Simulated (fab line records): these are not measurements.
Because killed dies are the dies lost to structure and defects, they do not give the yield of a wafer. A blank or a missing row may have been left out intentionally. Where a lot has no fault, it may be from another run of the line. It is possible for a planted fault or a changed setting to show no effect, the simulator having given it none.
fab line records ; flow n5Finfet
record: lots: 10; wafers: 28; lastDay: 17
route steps=1938 shown BEOL_M4@1111 MIM_TOP@1838 TV_OPEN@1890 PAD_METAL@1893 PASSIVATION@1916
lots that met no fault: from a run of the same line without faults
startH: hours from the record's opening day to when the first of the lot's shown wafers began ; waitH: hours since the lot's step before ; " as in the row above ; L1.1+2: a single row standing in for several wafers ; - no value, or no start was given ; * or withheld: withheld ; < > ~ a bound
route shown NAME@n: names a module that has steps shown in the file, with the first one's number in the route ; usual: the fault-free wafers' mean and standard deviation ; same: alike in all rows ; chamber/n: place in a boat ; sites: per-site readings ; _std_site: standard deviation across them ; _edge_site: outer sites' mean less inner sites' ; radiusMm: for every site, how far away it sits from the centre of the wafer ; mask NAME#n: copy n ; behind: the last tool/chamber to shape the wafer ; hold: reason for holding the lot/hours on hold/outcome of the hold ; device: the transistor (n, p or np) that didn't switch ; end of line: the tests these same wafers got at the end of their route ; a step without rows: its recipe alone ; killed: at the first sort, the dies lost to defects and structure; wafer yield is something else ; map: the dies of a wafer, with x for killed, . for not killed, _ for no die there
set.NAME: the setting the step ran with; set.NAME@STEP: the setting that earlier step ran with ; model.NAME: the simulator's own value behind a step, which no gauge read
the route's steps for a sample of lots (tables are steps, rows are wafers)
services: from which hour (startH, from the record's first day; less than 0 if before it) a tool's chamber was out of use, for how many hours, and why
== steps ==
step: N5_BEOL_M4_RC_MEAS_101
usual: DIBL_N: 36.0/1.7; DIBL_P: 35.8/2; IOFF_N: 0.15/0.03; IOFF_P: 0.20/0.037; ION_N: 670/12; ION_P: 460/7.2; SS_N: 71.5/0.68; SS_P: 73.2/0.65; VT_N: 250/3.1; VT_P: -251/3.4
lot.wafer;tool;chamber;startH;waitH;DIBL_N[mV/V];DIBL_P[mV/V];IOFF_N[nA/um];IOFF_P[nA/um];ION_N[uA/um];ION_P[uA/um];SS_N[mV/dec];SS_P[mV/dec];VT_N[mV];VT_P[mV]
L760.1;prober-02;0;200.82;0.0;33.1;33.7;0.12;0.15;662;454;71.1;73.2;252;-255
L760.3;prober-02;0;200.82;0.0;35.5;36.5;0.16;0.18;666;449;71.8;73.2;248;-254
L760.4;prober-02;0;200.82;0.0;34.2;35.5;0.14;0.18;682;469;71.3;72.5;251;-255
L762.2;prober-01;0;209.11;0.2;35.7;36.3;0.16;0.19;681;459;71.7;72.8;247;-252
L762.5;prober-01;0;209.11;0.2;35.9;36.5;0.15;0.20;674;467;72.2;74.3;252;-252
L762.6;prober-01;0;209.11;0.2;37.4;38.2;0.19;0.23;689;471;73.0;73.7;248;-251
L764.1;prober-02;0;231.14;0.0;36.1;34.8;0.18;0.23;668;458;71.5;73.4;247;-249
L764.4;prober-02;0;231.14;0.0;35.6;35.0;0.16;0.23;691;471;71.1;73.6;248;-247
L764.6;prober-02;0;231.14;0.0;36.9;34.9;0.18;0.23;671;458;72.4;73.5;250;-247
L768.1;prober-01;0;255.01;0.0;36.2;35.7;0.14;0.19;658;453;71.2;72.7;252;-252
L768.3;prober-01;0;255.01;0.0;35.2;35.6;0.14;0.20;684;470;71.1;73.4;250;-250
L768.6;prober-01;0;255.01;0.0;35.0;34.7;0.12;0.18;655;460;70.1;72.7;254;-251
L769.1;prober-02;0;261.88;0.0;34.5;34.6;0.12;0.16;667;455;71.1;72.6;252;-255
L769.4;prober-02;0;261.88;0.0;37.5;38.0;0.16;0.20;672;460;72.1;73.8;252;-253
L773.2;prober-01;0;274.55;0.2;37.5;38.7;0.19;0.21;678;456;72.3;73.8;251;-252
L773.3;prober-01;0;274.55;0.2;34.2;34.3;0.12;0.15;670;455;71.8;73.0;255;-259
L773.4;prober-01;0;274.55;0.2;33.3;33.9;0.11;0.14;655;443;71.4;72.8;255;-259
L772.2;prober-02;0;282.10;0.2;34.7;33.5;0.13;0.19;671;460;71.4;72.2;252;-249
L772.6;prober-02;0;282.10;0.2;34.5;33.0;0.12;0.18;661;463;71.3;72.0;254;-250
L776.3;prober-01;0;298.28;0.3;37.4;37.8;0.17;0.21;682;463;72.0;74.5;251;-251
L776.4;prober-01;0;298.28;0.3;35.4;36.2;0.14;0.18;659;457;71.1;73.8;254;-253
L776.5;prober-01;0;298.28;0.3;34.9;35.6;0.13;0.17;657;461;71.0;73.4;253;-256
L775.1;prober-02;0;299.09;0.0;34.7;33.9;0.13;0.18;664;454;70.7;73.4;252;-249
L775.3;prober-02;0;299.09;0.0;37.6;37.7;0.17;0.24;684;467;71.3;73.3;249;-249
L775.5;prober-02;0;299.09;0.0;34.3;33.2;0.12;0.17;653;452;70.4;72.3;250;-254
L777.3;prober-02;0;305.41;0.3;34.7;33.1;0.14;0.17;671;462;71.1;72.5;248;-253
L777.5;prober-02;0;305.41;0.3;35.7;35.3;0.15;0.20;684;465;70.8;73.3;247;-252
L777.6;prober-02;0;305.41;0.3;37.3;35.7;0.17;0.21;665;457;71.3;72.6;248;-250
step: N5_MIM_TOP_SPUTTER_03
recipe: material: TiN; targetThkA: 350; tempC: 200; powerW: 3000; chamberPressurePa: 0.49996; gas: Ar; reactivePartialPa: 0.37997; timeS: 89.7
usual: throttleValvePct: 29.8/1.1
lot.wafer;tool;chamber;startH;waitH;throttleValvePct
L760.1;pvdSputter-01;-;299.90;0.0;30.9
L760.3;pvdSputter-01;-;299.90;0.0;28.7
L760.4;pvdSputter-01;-;299.90;0.0;29.1
L762.2;pvdSputter-02;-;305.72;0.0;29.6
L762.5;pvdSputter-02;-;305.72;0.0;29.1
L762.6;pvdSputter-02;-;305.72;0.0;30.5
L764.1;pvdSputter-03;-;320.78;0.0;29.4
L764.4;pvdSputter-03;-;320.78;0.0;31.3
L764.6;pvdSputter-03;-;320.78;0.0;31.5
L768.1;pvdSputter-01;-;349.27;0.0;28.6
L768.3;pvdSputter-01;-;349.27;0.0;28.8
L768.6;pvdSputter-01;-;349.27;0.0;30.9
L773.2;pvdSputter-02;-;360.71;0.0;30.2
L773.3;pvdSputter-02;-;360.71;0.0;30.3
L773.4;pvdSputter-02;-;360.71;0.0;29.5
L769.1;pvdSputter-01;-;360.97;0.0;30.6
L769.4;pvdSputter-01;-;360.97;0.0;29.1
L772.2;pvdSputter-01;-;382.10;0.0;31.1
L772.6;pvdSputter-01;-;382.10;0.0;29.0
L775.1;pvdSputter-02;-;393.41;0.0;29.6
L775.3;pvdSputter-02;-;393.41;0.0;30.5
L775.5;pvdSputter-02;-;393.41;0.0;30.5
L776.3;pvdSputter-02;-;398.77;0.0;30.2
L776.4;pvdSputter-02;-;398.77;0.0;30.7
L776.5;pvdSputter-02;-;398.77;0.0;30.4
L777.3;pvdSputter-02;-;403.93;0.0;29.1
L777.5;pvdSputter-02;-;403.93;0.0;29.4
L777.6;pvdSputter-02;-;403.93;0.0;30.2
step: N5_PASSIVATION_ETCH_15
recipe: chemistry: CF4/N2; target: SiCN; targetDepthA: 750; taperDeg: 2; timeS: 81.2; ionEnergyEv: 150; maskMaterial: SiNx; pressureMtorr: 40; sourceW: 430; biasW: 70; Ar_flow_sccm: 100; cf4FlowSccm: 60; n2FlowSccm: 60
usual: drypumpMotorCurrentA: 5.9/0.38; oesProductAu: 0.81/0.1; rfVppV: 382.4/2.4; showerheadPlenumPTorr: 2.21/0.093; throttleValvePct: 15.4/0.32
lot.wafer;tool;chamber;startH;waitH;drypumpMotorCurrentA;oesProductAu;rfHoursCounterH;rfVppV;showerheadPlenumPTorr;throttleValvePct
L760.1;rieDiel-05;1;-;-;6.1;0.72;207;382.6;2.19;15.4
L760.3;rieDiel-05;0;-;-;6.4;0.89;34;385.6;2.34;15.6
L760.4;rieDiel-05;1;-;-;6.0;0.72;-;382.1;2.19;15.4
L762.2;rieDiel-06;0;-;-;5.7;0.72;198;381.7;2.20;15.7
L762.5;rieDiel-06;1;-;-;5.2;0.94;-;379.8;2.17;14.9
L762.6;rieDiel-06;2;-;-;5.6;0.78;-;378.7;2.03;15.6
L764.1;rieDiel-05;3;-;-;6.2;1.02;2;384.5;2.27;15.3
L764.4;rieDiel-05;0;-;-;6.4;0.87;41;385.9;2.33;15.6
L764.6;rieDiel-05;2;-;-;6.2;0.93;-;386.1;2.34;14.9
L768.1;rieDiel-06;2;-;-;5.6;0.77;185;377.3;2.03;15.7
L768.3;rieDiel-06;3;-;-;6.2;0.70;213;381.3;2.18;15.9
L768.6;rieDiel-06;2;-;-;5.6;0.77;-;376.6;2.03;15.7
L773.2;rieDiel-06;2;-;-;5.7;0.75;187;378.1;2.03;15.7
L773.3;rieDiel-06;0;-;-;5.7;0.70;214;381.9;2.19;15.7
L773.4;rieDiel-06;3;-;-;6.2;0.69;215;382.7;2.18;15.9
L769.4;rieDiel-05;0;-;-;6.4;0.85;53;386.4;2.33;15.6
L772.6;rieDiel-05;2;-;-;6.2;0.91;-;386.5;2.34;14.9
L775.1;rieDiel-01;2;-;-;5.2;0.83;80;380.7;2.13;15.3
L775.3;rieDiel-01;0;-;-;6.2;0.90;14;384.3;2.34;15.1
L775.5;rieDiel-01;1;-;-;6.1;0.89;-;379.9;2.16;15.3
L776.3;rieDiel-05;3;-;-;6.2;0.95;23;384.1;2.26;15.3
L776.4;rieDiel-05;0;-;-;6.5;0.84;63;383.5;2.33;15.6
L776.5;rieDiel-05;2;-;-;6.2;0.89;-;385.5;2.34;15.0
L777.3;rieDiel-05;0;-;-;6.4;0.84;64;385.8;2.33;15.7
L777.5;rieDiel-05;2;-;-;6.2;0.89;-;386.5;2.34;15.0
L777.6;rieDiel-05;1;-;-;6.0;0.70;-;382.5;2.18;15.5
step: N5_PASSIVATION_DEGAS_18
recipe: ambient: vacuum; tempC: 300; timeS: 60
usual: heaterPowerW: 456/46
lot.wafer;tool;chamber;startH;waitH;heaterPowerW
L760.1;pvdSputter-02;-;306.26;0.3;525
L760.3;pvdSputter-02;-;306.26;0.3;452
L760.4;pvdSputter-02;-;306.26;0.3;412
L762.2;pvdSputter-01;-;309.71;0.4;478
L762.5;pvdSputter-01;-;309.71;0.4;464
L762.6;pvdSputter-01;-;309.71;0.4;466
L764.1;pvdSputter-01;-;325.68;0.0;462
L764.4;pvdSputter-01;-;325.68;0.0;479
L764.6;pvdSputter-01;-;325.68;0.0;425
L768.1;pvdSputter-02;-;354.02;1.0;410
L768.3;pvdSputter-02;-;354.02;1.0;405
L768.6;pvdSputter-02;-;354.02;1.0;415
L773.2;pvdSputter-03;-;364.56;0.3;423
L773.3;pvdSputter-03;-;364.56;0.3;436
L773.4;pvdSputter-03;-;364.56;0.3;424
L769.4;pvdSputter-02;-;370.05;0.5;420
L772.6;pvdSputter-02;-;387.96;0.2;505
L775.1;pvdSputter-02;-;398.31;0.6;449
L775.3;pvdSputter-02;-;398.31;0.6;408
L775.5;pvdSputter-02;-;398.31;0.6;510
L776.3;pvdSputter-02;-;403.23;1.0;417
L776.4;pvdSputter-02;-;403.23;1.0;509
L776.5;pvdSputter-02;-;403.23;1.0;415
L777.3;pvdSputter-02;-;407.75;0.4;414
L777.5;pvdSputter-02;-;407.75;0.4;443
L777.6;pvdSputter-02;-;407.75;0.4;411
step: N5_PASSIVATION_PECVD_35
recipe: material: SiNx; targetThkA: 7000; tempC: 400; precursor: SiH4/NH3/N2; pressureTorr: 4.9; rfW: 1406; timeS: 151.3
usual: heaterPowerW: 385/82; showerheadPlenumPTorr: 8.66/0.07; throttleValvePct: 28.9/1.6
lot.wafer;tool;chamber;startH;waitH;heaterPowerW;showerheadPlenumPTorr;throttleValvePct
L760.1;pecvd-01;2;308.80;0.1;267;8.65;27.9
L760.3;pecvd-01;1;308.80;0.1;430;8.59;29.2
L760.4;pecvd-01;0;308.80;0.1;491;8.51;29.3
L762.2;pecvd-04;1;311.68;0.1;488;8.67;27.4
L762.5;pecvd-04;0;311.68;0.1;344;8.64;31.3
L762.6;pecvd-04;2;311.68;0.1;511;8.69;28.3
L764.1;pecvd-02;2;327.80;0.1;236;8.63;25.8
L764.4;pecvd-02;2;327.80;0.1;284;8.67;25.7
L764.6;pecvd-02;1;327.80;0.1;506;8.75;30.1
L768.1;pecvd-01;0;356.10;0.1;444;8.50;29.6
L768.3;pecvd-01;2;356.10;0.1;292;8.63;27.9
L768.6;pecvd-01;2;356.10;0.1;328;8.62;28.2
L773.2;pecvd-02;1;366.56;0.1;473;8.72;30.2
L773.3;pecvd-02;2;366.56;0.1;341;8.65;25.9
L773.4;pecvd-02;0;366.56;0.1;429;8.71;30.3
L769.4;pecvd-02;2;372.07;0.1;321;8.66;26.0
L772.6;pecvd-04;0;390.19;0.1;286;8.67;31.0
L775.1;pecvd-01;1;400.29;0.1;414;8.57;28.9
L775.3;pecvd-01;0;400.29;0.1;460;8.51;29.2
L775.5;pecvd-01;1;400.29;0.1;278;8.58;28.9
L776.3;pecvd-02;1;405.23;0.1;505;8.76;30.0
L776.4;pecvd-02;2;405.23;0.1;344;8.65;26.0
L776.5;pecvd-02;1;405.23;0.1;349;8.75;30.1
L777.3;pecvd-04;2;409.82;0.1;512;8.68;28.7
L777.5;pecvd-04;0;409.82;0.1;291;8.66;31.0
L777.6;pecvd-04;2;409.82;0.1;536;8.71;28.7
step: N5_PASSIVATION_PROBE_49
usual: defectLimitedYield: 91.4/1.5; killed_at_M0_to_M3: 32/9.8; killed_at_M4_up: 15/5.6; killedAtContacts: 12/5.4; killedAtFrontEnd: 40/13; killedAtOther: 3.0/2.1; killedDies: 102/17; killedOnRim: 14/4.4; killedOpen: 67/13; killedShort: 32/7.1; sort_bin_5_function: 5.1/0.96; sort_bin_6_memory: 3.2/0.7; sortNPass: 1078/18; sortYieldPct: 91.3/1.5
same: grossDies: 1180; killedAtBackSide: 0; sort_bin_4_leakage[%]: 0; sort_bin_8_speed[%]: 0
lot.wafer;tool;chamber;startH;waitH;defectLimitedYield[%];killed_at_M0_to_M3;killed_at_M4_up;killedAtContacts;killedAtFrontEnd;killedAtOther;killedDies;killedOnRim;killedOpen;killedShort;sort_bin_5_function[%];sort_bin_6_memory[%];sortNPass;sortYieldPct[%]
L760.1;prober-02;-;312.98;0.0;92.7;20;20;21;16;9;86;13;54;31;4.2;2.8;1094;92.7
L760.3;prober-02;-;313.08;0.1;92.2;28;17;15;27;5;92;5;63;28;4.8;2.6;1088;92.2
L760.4;prober-02;-;313.13;0.2;91.6;24;13;23;35;4;99;14;66;33;5.2;2.9;1081;91.6
L764.1;prober-01;-;331.80;0.0;91.1;26;25;10;42;2;105;9;74;31;4.2;4.3;1075;91.1
L764.4;prober-01;-;331.95;0.2;89.8;21;16;15;62;6;120;14;79;36;5.4;4.0;1060;89.8
L764.6;prober-01;-;332.05;0.3;90.8;23;23;5;49;8;108;21;75;30;5.3;3.5;1072;90.8
L773.2;prober-01;-;370.30;0.1;90.8;26;9;11;56;6;108;17;57;50;5.7;3.3;1072;90.8
L773.3;prober-01;-;370.35;0.1;91.3;40;6;20;33;4;103;21;70;28;5.1;3.5;1077;91.3
L773.4;prober-01;-;370.40;0.2;91.7;28;15;7;42;6;98;10;63;26;5.3;2.5;1082;91.7
L769.1;prober-01;-;375.71;0.0;0;41;11;6;40;1082;1180;152;61;39;5.6;2.5;0;0
L769.4;prober-01;-;375.86;0.2;92.9;26;16;3;35;4;84;12;55;23;3.7;3.0;1096;92.9
L772.2;prober-02;-;393.88;0.1;0;23;8;3;37;1109;1180;152;44;29;3.3;2.7;0;0
L772.6;prober-02;-;394.08;0.3;91.9;31;14;15;32;3;95;19;59;30;4.2;2.9;1085;91.9
L775.1;prober-01;-;404.01;0.0;90.1;35;19;15;46;2;117;19;72;43;6.6;3.1;1063;90.1
L775.3;prober-01;-;404.11;0.1;90.6;35;16;19;36;5;111;16;74;37;6.4;3.0;1069;90.6
L775.5;prober-01;-;404.21;0.2;91.8;36;11;21;24;5;97;15;49;46;4.0;4.0;1083;91.8
L776.3;prober-02;-;408.93;0.1;93.4;29;9;5;29;6;78;6;43;33;3.8;2.4;1102;93.4
L776.4;prober-02;-;408.98;0.2;91.3;44;8;10;30;11;103;10;62;40;5.0;3.5;1077;91.3
L776.5;prober-02;-;409.03;0.2;88.5;49;16;14;56;1;136;14;80;50;6.9;3.6;1044;88.5
killed by level:class
L760.1 MOL_CONTACT_COAG:geometricParticle:open=18 BEOL_M4:geometricParticle:open=11 BEOL_M0_SAQP:geometricParticle:short=10 PASS1_DEP:geometricParticle:short=5 FIN_SAQP:geometricParticle:open=4 GATE_CUT:geometricParticle:short=4 MOL_CONTACT_COAG:geometricParticle:short=3 BEOL_M0_SAQP:geometricParticle:open=3
L760.3 MOL_CONTACT_COAG:geometricParticle:open=14 BEOL_M4:geometricParticle:open=9 BEOL_M0_SAQP:geometricParticle:open=7 BEOL_M0_SAQP:geometricParticle:short=6 BEOL_M1:geometricParticle:open=6 BEOL_M4:geometricParticle:short=5 STARTING-WAFER:geometricParticle:open=5 BEOL_M0:geometricParticle:open=4
L760.4 MOL_CONTACT_COAG:geometricParticle:open=17 BEOL_M4:geometricParticle:open=9 FIN_SAQP:geometricParticle:open=7 ILD0:geometricParticle:short=6 MOL_CONTACT_COAG:geometricParticle:short=6 FIN_SAQP:geometricParticle:short=5 BEOL_M0:geometricParticle:open=5 ILD0:geometricParticle:open=4
L764.1 BEOL_M4:geometricParticle:open=12 FIN_SAQP:geometricParticle:open=9 STI_FIN_REVEAL:geometricParticle:open=9 FIN_SAQP:geometricParticle:short=6 MOL_CONTACT_COAG:geometricParticle:open=6 BEOL_M2:geometricParticle:open=5 MOL_CONTACT_COAG:geometricParticle:short=4 BEOL_M0_SAQP:geometricParticle:open=4
L764.4 STI_FIN_REVEAL:geometricParticle:open=20 MOL_CONTACT_COAG:geometricParticle:open=13 BEOL_M0_SAQP:geometricParticle:open=8 FIN_SAQP:geometricParticle:open=7 FIN_SAQP:geometricParticle:short=6 GATE_CUT:geometricParticle:short=6 GATE_CUT:geometricParticle:open=5 HKMG_FIN:areaEtch=5
L764.6 STI_FIN_REVEAL:geometricParticle:open=10 BEOL_M4:geometricParticle:open=9 FIN_SAQP:geometricParticle:open=8 FIN_SAQP:geometricParticle:short=7 BEOL_M0_SAQP:geometricParticle:open=7 GATE_CUT:geometricParticle:open=6 MOL_CONTACT_COAG:geometricParticle:open=5 BEOL_M7:geometricParticle:open=5
L773.2 FIN_SAQP:geometricParticle:short=18 FIN_SAQP:geometricParticle:open=15 BEOL_M1:geometricParticle:open=11 MOL_CONTACT_COAG:geometricParticle:open=7 STI_FIN_REVEAL:geometricParticle:open=5 MOL_CONTACT_COAG:geometricParticle:short=4 STARTING-WAFER:geometricParticle:short=4 GATE_CUT:geometricParticle:short=3
L773.3 MOL_CONTACT_COAG:geometricParticle:open=20 BEOL_M2:geometricParticle:open=17 BEOL_M3:geometricParticle:open=6 FIN_SAQP:geometricParticle:short=5 STI_FIN_REVEAL:geometricParticle:open=5 FIN_SAQP:geometricParticle:open=4 STARTING-WAFER:geometricParticle:short=4 BEOL_M1:geometricParticle:open=4
L773.4 STI_FIN_REVEAL:geometricParticle:open=11 BEOL_M2:geometricParticle:open=8 BEOL_M0_SAQP:geometricParticle:open=7 MOL_CONTACT_COAG:geometricParticle:open=6 FIN_SAQP:geometricParticle:open=5 BEOL_M0_SAQP:geometricParticle:short=5 DUMMY_GATE:geometricParticle:open=5 HKMG_FIN:areaEtch=5
L769.1 MIM_TOP:areaSputter=1080 BEOL_M0_SAQP:geometricParticle:short=10 BEOL_M0_SAQP:geometricParticle:open=9 DUMMY_GATE:geometricParticle:open=8 FIN_SAQP:geometricParticle:short=6 BEOL_M3:geometricParticle:open=6 GATE_CUT:geometricParticle:short=5 BEOL_M1:geometricParticle:open=5
L769.4 DUMMY_GATE:geometricParticle:open=10 BEOL_M1:geometricParticle:open=8 BEOL_M0_SAQP:geometricParticle:open=6 BEOL_M4:geometricParticle:open=6 FIN_SAQP:geometricParticle:short=5 GATE_CUT:geometricParticle:short=5 BEOL_M3:geometricParticle:open=5 HKMG_FIN:areaEtch=4
L772.2 MIM_TOP:areaSputter=1106 FIN_SAQP:geometricParticle:short=6 BEOL_M2:geometricParticle:open=5 STI_FIN_REVEAL:geometricParticle:open=4 DUMMY_GATE:geometricParticle:open=4 ILD0:geometricParticle:short=4 GATE_CUT:geometricParticle:short=4 BEOL_M0_SAQP:geometricParticle:short=4
L772.6 MOL_CONTACT_COAG:geometricParticle:open=15 BEOL_M2:geometricParticle:open=9 FIN_SAQP:geometricParticle:short=7 STI_FIN_REVEAL:geometricParticle:open=5 BEOL_M0_SAQP:geometricParticle:short=5 BEOL_M2:geometricParticle:short=5 BEOL_M0_SAQP:geometricParticle:open=4 BEOL_M1:geometricParticle:open=4
L775.1 FIN_SAQP:geometricParticle:short=11 BEOL_M0_SAQP:geometricParticle:open=11 BEOL_M4:geometricParticle:open=10 MOL_CONTACT_COAG:geometricParticle:open=10 STI_FIN_REVEAL:geometricParticle:open=9 BEOL_M0_SAQP:geometricParticle:short=9 FIN_SAQP:geometricParticle:open=6 MOL_CONTACT_COAG:geometricParticle:short=5
L775.3 MOL_CONTACT_COAG:geometricParticle:open=15 BEOL_M0_SAQP:geometricParticle:open=15 FIN_SAQP:geometricParticle:short=10 FIN_SAQP:geometricParticle:open=8 BEOL_M4:geometricParticle:open=7 BEOL_M0_SAQP:geometricParticle:short=5 BEOL_M2:geometricParticle:open=5 STI_FIN_REVEAL:geometricParticle:open=4
L775.5 MOL_CONTACT_COAG:geometricParticle:short=12 BEOL_M0_SAQP:geometricParticle:short=11 BEOL_M0_SAQP:geometricParticle:open=10 MOL_CONTACT_COAG:geometricParticle:open=9 FIN_SAQP:geometricParticle:short=8 BEOL_M3:geometricParticle:open=5 FIN_SAQP:geometricParticle:open=4 GATE_CUT:geometricParticle:short=4
L776.3 BEOL_M3:geometricParticle:open=7 GATE_CUT:geometricParticle:short=6 BEOL_M0_SAQP:geometricParticle:short=6 BEOL_M0_SAQP:geometricParticle:open=6 FIN_SAQP:geometricParticle:short=5 STI_FIN_REVEAL:geometricParticle:open=5 MOL_CONTACT_COAG:geometricParticle:open=5 BEOL_M2:geometricParticle:open=5
L776.4 BEOL_M3:geometricParticle:open=11 BEOL_M0_SAQP:geometricParticle:open=8 MOL_CONTACT_COAG:geometricParticle:open=7 BEOL_M0_SAQP:geometricParticle:short=7 FIN_SAQP:geometricParticle:open=6 FIN_SAQP:geometricParticle:short=6 BEOL_M2:geometricParticle:open=6 BEOL_M0:geometricParticle:open=4
L776.5 BEOL_M3:geometricParticle:open=15 MOL_CONTACT_COAG:geometricParticle:open=12 BEOL_M0_SAQP:geometricParticle:short=11 STI_FIN_REVEAL:geometricParticle:open=10 FIN_SAQP:geometricParticle:open=9 BEOL_M0_SAQP:geometricParticle:open=7 FIN_SAQP:geometricParticle:short=6 GATE_CUT:geometricParticle:short=6
== services ==
tool;chamber;startH;hours;kind
rieDiel-05;3;298.74;-;clean
rieDiel-05;3;298.74;-;consumableReplace:focusRing
rieDiel-05;3;298.74;22.1;scheduledDown
rieDiel-05;3;298.74;22.1;ventCycle
rieDiel-01;1;303.50;-;clean
rieDiel-01;1;303.50;-;consumableReplace:focusRing
rieDiel-01;1;303.50;23.9;scheduledDown
rieDiel-01;1;303.50;23.9;ventCycle
pvdSputter-02;-;322.06;8.6;repair
rieDiel-01;0;327.72;-;clean
rieDiel-01;0;327.72;-;consumableReplace:focusRing
rieDiel-01;0;327.72;-;consumableReplace:showerhead
rieDiel-01;3;354.42;-;clean
rieDiel-01;3;354.42;-;consumableReplace:focusRing
pvdSputter-02;-;354.74;5.9;repair
pvdSputter-03;-;364.90;3.4;repair
rieDiel-05;-;370.65;0.8;repair
rieDiel-06;2;372.79;4.4;repair
pecvd-04;1;383.62;-;clean
pecvd-04;1;383.62;-;consumableReplace:showerhead
pecvd-04;1;383.62;29.0;scheduledDown
pecvd-04;1;383.62;29.0;ventCycle
pecvd-01;-;386.39;2.8;pm
rieDiel-05;0;404.30;1.6;repair
== key ==
firstSign: step: N5_PASSIVATION_PROBE_49; reading: killedAtOther; direction: up; sigmas: 99+; usual: 3.0; struck: 1095.5
effect: step: N5_PASSIVATION_PROBE_49; reading: defectLimitedYield; direction: down; sigmas: 62; usual: 91.4; struck: 0
moreKillsBornAt: N5_MIM_TOP_SPUTTER_03@pvdSputter-01: 2186
metAt N5_MIM_TOP_SPUTTER_03
struckLots L769,L772
struckWafers L769.1,L772.2
laterRowsLeftOut L769.1,L772.2
notActingAt N5_PASSIVATION_ETCH_15,N5_PASSIVATION_DEGAS_18,N5_PASSIVATION_PECVD_35
onsetBetween 349.27 360.97
fault: kind: processParameterDrift; tool: pvdSputter-01; chamber: -; onsetH: 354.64; steps: N5_MIM_TOP_SPUTTER_03; channel: timeS; offset: *; shape: step; endH: 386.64; scope: struckWafersOnly; actsIn: *; stated: *
laterRowsLeftOut: the simulator's readings of these wafers behind a module that went badly wrong aren't trusted and aren't shown, but for the sort
